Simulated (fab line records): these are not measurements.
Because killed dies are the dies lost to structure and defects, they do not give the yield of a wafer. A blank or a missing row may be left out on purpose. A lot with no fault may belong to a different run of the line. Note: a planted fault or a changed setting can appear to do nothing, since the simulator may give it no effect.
One fault seen from 2 desks + flow n5Finfet + only its own numbers are on each desk; what lay behind them is given at the end

THE TOOL OWNER'S DESK: rieDiel-03
The tool's own readings at N5_SD_EPI_N_ETCH_35 (etches SOC in N2/H2, overetch 108 nm, time 486 s): means of the sampled wafers that have a number, for each lot that ran on this tool. A lot is out of limits, marked OUT, if its mean lies more than 4 standard deviations from the usual mean; the brackets give that distance.
Columns: A = biasW at N5_SD_EPI_N_ETCH_35, usual 133.1 W; B = drypumpMotorCurrentA at N5_SD_EPI_N_ETCH_35, usual 5.5 A; C = n2FlowSccm at N5_SD_EPI_N_ETCH_35, usual 200.0 sccm; D = oesProductAu at N5_SD_EPI_N_ETCH_35, usual 0.69 a.u.; E = rfVppV at N5_SD_EPI_N_ETCH_35, usual 241.7 V; F = showerheadPlenumPTorr at N5_SD_EPI_N_ETCH_35, usual 2.62 Torr; G = throttleValvePct at N5_SD_EPI_N_ETCH_35, usual 23.82 %
| lot  | first seen here | A     | B   | C     | D    | E     | F    | G     |
|------|-----------------|-------|-----|-------|------|-------|------|-------|
| L743 | day 3 07:04     | 133.1 | 5.3 | 199.7 | 0.64 | 241.6 | 2.63 | 23.88 |
| L744 | day 3 14:39     | 132.9 | 5.3 | 200.2 | 0.65 | 242.1 | 2.65 | 23.84 |
| L745 | day 3 20:13     | 133.1 | 5.3 | 200.2 | 0.63 | 241.0 | 2.63 | 23.80 |
| L747 | day 4 07:50     | 132.8 | 5.3 | 200.4 | 0.65 | 242.5 | 2.65 | 23.84 |
| L750 | day 5 03:46     | 132.9 | 5.5 | 200.3 | 0.83 | 242.0 | 2.63 | 23.58 |
| L752 | day 5 19:26     | 133.0 | 5.3 | 200.0 | 0.75 | 241.9 | 2.60 | 23.64 |
| L759 | day 7 07:44     | 133.1 | 5.3 | 199.3 | 0.71 | 241.9 | 2.60 | 23.70 |
| L761 | day 7 22:05     | 133.0 | 5.3 | 200.6 | 0.69 | 241.8 | 2.60 | 23.71 |
| L762 | day 8 02:56     | 133.1 | 5.6 | 199.2 | 0.70 | 242.6 | 2.67 | 23.72 |
This desk's verdict: no lot among the 9 shows anything out of limits.

AT THE METROLOGY DESK
What the gauges read for every lot (on any tool): the sampled wafers with a number, averaged. A lot is out of limits, marked OUT, if its mean lies more than 4 standard deviations from the usual mean; the brackets give that distance. Of its 10 readings 7 are shown: those that lie furthest out on some lot.
Columns: A = DIBL_N at N5_BEOL_M4_RC_MEAS_101, usual 37.0 mV/V; B = DIBL_P at N5_BEOL_M4_RC_MEAS_101, usual 36.7 mV/V; C = IOFF_N at N5_BEOL_M4_RC_MEAS_101, usual 0.17 nA/um; D = ION_N at N5_BEOL_M4_RC_MEAS_101, usual 672 uA/um; E = SS_N at N5_BEOL_M4_RC_MEAS_101, usual 71.6 mV/dec; F = VT_N at N5_BEOL_M4_RC_MEAS_101, usual 250 mV; G = VT_P at N5_BEOL_M4_RC_MEAS_101, usual -250 mV
| lot  | first seen here | A    | B    | C    | D   | E    | F   | G    |
|------|-----------------|------|------|------|-----|------|-----|------|
| L743 | day 8 00:55     | 35.5 | 34.6 | 0.15 | 673 | 71.5 | 250 | -245 |
| L744 | day 8 08:05     | 37.1 | 39.2 | 0.17 | 661 | 72.7 | 253 | -251 |
| L745 | day 8 19:19     | 36.8 | 36.4 | 0.18 | 675 | 71.7 | 246 | -246 |
| L747 | day 9 01:03     | 38.8 | 37.9 | 0.20 | 684 | 71.7 | 246 | -251 |
| L750 | day 10 00:00    | 39.7 | 39.4 | 0.24 | 698 | 72.7 | 244 | -246 |
| L752 | day 10 10:58    | 35.5 | 35.8 | 0.15 | 669 | 70.9 | 251 | -254 |
| L759 | day 11 21:37    | 36.2 | 35.4 | 0.15 | 678 | 71.2 | 250 | -249 |
| L761 | day 13 08:39    | 38.6 | 40.8 | 0.18 | 672 | 72.4 | 249 | -248 |
| L762 | day 13 12:13    | 36.6 | 35.9 | 0.15 | 666 | 72.0 | 252 | -250 |
This desk's verdict: no lot among the 9 shows anything out of limits.

TAKEN TOGETHER
The tool owner's desk saw nothing out of limits.
The metrology desk saw nothing out of limits.

WHAT THE SIMULATOR HAD INSERTED
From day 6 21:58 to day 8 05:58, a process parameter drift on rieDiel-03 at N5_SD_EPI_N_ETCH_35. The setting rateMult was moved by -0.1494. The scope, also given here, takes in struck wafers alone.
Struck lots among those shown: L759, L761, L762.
